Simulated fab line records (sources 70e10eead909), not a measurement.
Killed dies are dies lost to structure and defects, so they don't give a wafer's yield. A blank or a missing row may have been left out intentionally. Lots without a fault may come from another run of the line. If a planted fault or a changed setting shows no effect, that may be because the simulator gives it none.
The tool behind it: which one? ; flow nand_harc ; 13 lots with 39 wafers sampled at 5 steps, on a route of 1302 steps

## WHAT THE GAUGES SHOWED, per wafer
NHARC_END_SORT_01.
lot;measured;on;defect_limited_yield (%);killed_at_array;killed_at_other;killed_at_periphery;killed_dies;killed_open;killed_short
L180;day 27 20:19;prober-02;91.0 91.4 90.3;52 55 55;3 0 2;6 3 9;61 58 66;4 3 4;4 3 1
L183;day 28 07:32;prober-01;92.0 91.1 92.0;47 43 48;0 3 1;7 14 5;54 60 54;6 4 2;4 4 2
L187;day 30 05:56;prober-02;95.0 93.9 94.4;29 36 34;3 2 2;2 3 2;34 41 38;2 5 5;2 5 3

## TOOL THAT RAN EACH LOT (tool first, then ch and the chambers of the sampled wafers, then the start)
lot;NHARC_A_M0_ANNEAL_30;NHARC_A_M1_ETCH_28;NHARC_A_M1_PRE_CLEAN_30;NHARC_A_M1_CMP_23
L174;rtp_anneal-02 ch 0, day 22 21:55;rie_diel-10 ch 1,2, day 23 00:50;pvd_sputter-01, day 23 02:19 or earlier;cmp-01 ch 0,1,3, day 23 02:19
L176;rtp_anneal-01 ch 0, day 24 03:08;rie_diel-10 ch 1,2, day 24 06:22;pvd_sputter-02, day 24 07:53 or earlier;cmp-01 ch 1,2, day 24 07:53
L181;rtp_anneal-01 ch 0, day 25 22:46;rie_diel-05 ch 1,3, day 26 01:43;pvd_sputter-03, day 26 03:11 or earlier;cmp-03 ch 0,2,3, day 26 03:11
L182;rtp_anneal-01 ch 0, day 26 00:05;rie_diel-05 ch 0,1,3, day 26 03:06;pvd_sputter-03, day 26 04:38 or earlier;cmp-01 ch 1,2,3, day 26 04:38
L180;rtp_anneal-01 ch 0, day 26 02:11;rie_diel-05 ch 0,2, day 26 06:24;pvd_sputter-01, day 26 08:00 or earlier;cmp-03 ch 0,2, day 26 08:00
L183;rtp_anneal-01 ch 0, day 26 15:44;rie_diel-05 ch 0,1,2, day 26 18:35;pvd_sputter-02, day 26 20:04 or earlier;cmp-01 ch 2,3, day 26 20:04
L187;rtp_anneal-01 ch 0, day 28 14:40;rie_diel-10 ch 0,1,2, day 28 17:50;pvd_sputter-01, day 28 19:38 or earlier;cmp-02 ch 1,2, day 28 19:38
L190;rtp_anneal-02 ch 0, day 29 12:02;rie_diel-05 ch 0,2, day 29 15:13;pvd_sputter-03, day 29 16:46 or earlier;cmp-01 ch 1,3, day 29 16:46
L189;rtp_anneal-02 ch 0, day 30 05:10;rie_diel-10 ch 0,2,3, day 30 08:11;pvd_sputter-02, day 30 09:49 or earlier;cmp-01 ch 0,2,3, day 30 09:49
L192;rtp_anneal-01 ch 0, day 30 08:43;rie_diel-05 ch 1,3, day 30 11:38;pvd_sputter-02, day 30 13:08 or earlier;cmp-02 ch 0,2, day 30 13:08
L193;rtp_anneal-01 ch 0, day 31 04:58;rie_diel-05 ch 2,3, day 31 07:43;pvd_sputter-02, day 31 09:17 or earlier;cmp-01 ch 0,2,3, day 31 09:17
L196;rtp_anneal-01 ch 0, day 32 03:39;rie_diel-05 ch 0,2,3, day 32 06:30;pvd_sputter-02, day 32 07:59 or earlier;cmp-03 ch 0,3, day 32 07:59
L197;rtp_anneal-02 ch 0, day 32 17:40;rie_diel-10 ch 0,1,3, day 32 20:30;pvd_sputter-03, day 32 21:59 or earlier;cmp-01 ch 0,2,3, day 32 21:59
- NHARC_A_M0_ANNEAL_30: time 90 s.
- NHARC_A_M1_ETCH_28: etches the open film in CF4/N2, target depth 30 nm, time 72.99 s.
- NHARC_A_M1_PRE_CLEAN_30: time 30 s.
- NHARC_A_M1_CMP_23: polishes, t overpolish 20 s, target thk 154.34 nm.

## AS READ BY THE TOOLS THEMSELVES (means over the sampled wafers that have a number; for cases with no such wafer, the mark the record gives instead)
NHARC_A_M0_ANNEAL_30.
lot;tool;wafer_temp_C_max
L174;rtp_anneal-02;226.25
L176;rtp_anneal-01;225.93
L181;rtp_anneal-01;226.33
L182;rtp_anneal-01;225.89
L180;rtp_anneal-01;226.03
L183;rtp_anneal-01;226.36
L187;rtp_anneal-01;225.95
L190;rtp_anneal-02;226.08
L189;rtp_anneal-02;226.31
L192;rtp_anneal-01;226.14
L193;rtp_anneal-01;226.08
L196;rtp_anneal-01;226.00
L197;rtp_anneal-02;226.29

NHARC_A_M1_ETCH_28.
lot;tool;drypump_motor_current_A (A);n2_flow_sccm (sccm);oes_product_au (a.u.);rf_vpp_V (V);showerhead_plenum_p_Torr (Torr);throttle_valve_pct (%)
L174;rie_diel-10;5.3;100.0;1.009;315.2;2.72;19.792
L176;rie_diel-10;5.2;99.7;1.003;315.4;2.71;19.784
L181;rie_diel-05;5.7;100.0;1.016;312.8;2.49;19.806
L182;rie_diel-05;6.0;100.0;1.005;313.4;2.59;19.797
L180;rie_diel-05;6.0;99.9;0.944;315.5;2.71;19.795
L183;rie_diel-05;5.6;100.2;0.947;314.7;2.64;19.794
L187;rie_diel-10;5.5;100.1;0.998;314.4;2.65;19.796
L190;rie_diel-05;5.6;100.0;1.013;314.6;2.66;19.797
L189;rie_diel-10;5.3;100.3;0.998;315.0;2.66;19.793
L192;rie_diel-05;5.8;100.4;1.015;313.1;2.49;19.788
L193;rie_diel-05;5.5;100.5;1.026;312.1;2.57;19.794
L196;rie_diel-05;5.9;100.0;1.025;313.4;2.61;19.797
L197;rie_diel-10;5.6;100.2;1.008;314.6;2.61;19.791

NHARC_A_M1_PRE_CLEAN_30.
lot;tool;heater_power_w (W)
L174;pvd_sputter-01;352
L176;pvd_sputter-02;419
L181;pvd_sputter-03;427
L182;pvd_sputter-03;447
L180;pvd_sputter-01;395
L183;pvd_sputter-02;380
L187;pvd_sputter-01;400
L190;pvd_sputter-03;402
L189;pvd_sputter-02;421
L192;pvd_sputter-02;396
L193;pvd_sputter-02;411
L196;pvd_sputter-02;370
L197;pvd_sputter-03;436

NHARC_A_M1_CMP_23.
lot;tool;motor_current_A (A);pad_life_wafers;time_to_endpoint_s (s)
L174;cmp-01;13.0;134;30.2
L176;cmp-01;14.5;216;30.3
L181;cmp-03;13.3;188;28.8
L182;cmp-01;13.6;56;27.6
L180;cmp-03;13.0;218;27.9
L183;cmp-01;13.3;114;26.8
L187;cmp-02;13.9;134;28.7
L190;cmp-01;13.0;8;29.9
L189;cmp-01;12.5;80;27.8
L192;cmp-02;14.5;313;24.4
L193;cmp-01;12.4;159;29.3
L196;cmp-03;13.2;385;30.2
L197;cmp-01;12.5;271;28.6

## THE ANSWER, worked out from the rows above alone
Rule: the lots themselves supply what counts as usual. Put in order of their means at a reading, lots are off if they are a third of the lots or fewer, leave a main group of 4 or more, and stand apart from it by a gap of 3 or more times the standard deviation of the main group's means; of several such gaps the widest counts. If all means in a main group match to the digits the tables above print for the reading, that group is not used. A lot without any number at a reading at which 4 lots or more have one is off too. All remaining lots with rows at the step are treated as sound. Order of review: gauges by route order, followed by the tools' own readings, for which a lot's mean as printed above is used. The first step at which some lot is off is used, and at that step the reading that is off furthest; a lot without a number counts as furthest.
Off, at NHARC_A_M1_ETCH_28 on oes_product_au: L180, L183. Main group: mean 1.011 a.u., sd 0.0091.
If a tool, at that step or one of the process steps before it, ran each lot that is off and ran no sound lot following the first of them, it fits. No candidate that was tried fits.

## WHAT HAD BEEN PUT IN BY THE SIMULATOR
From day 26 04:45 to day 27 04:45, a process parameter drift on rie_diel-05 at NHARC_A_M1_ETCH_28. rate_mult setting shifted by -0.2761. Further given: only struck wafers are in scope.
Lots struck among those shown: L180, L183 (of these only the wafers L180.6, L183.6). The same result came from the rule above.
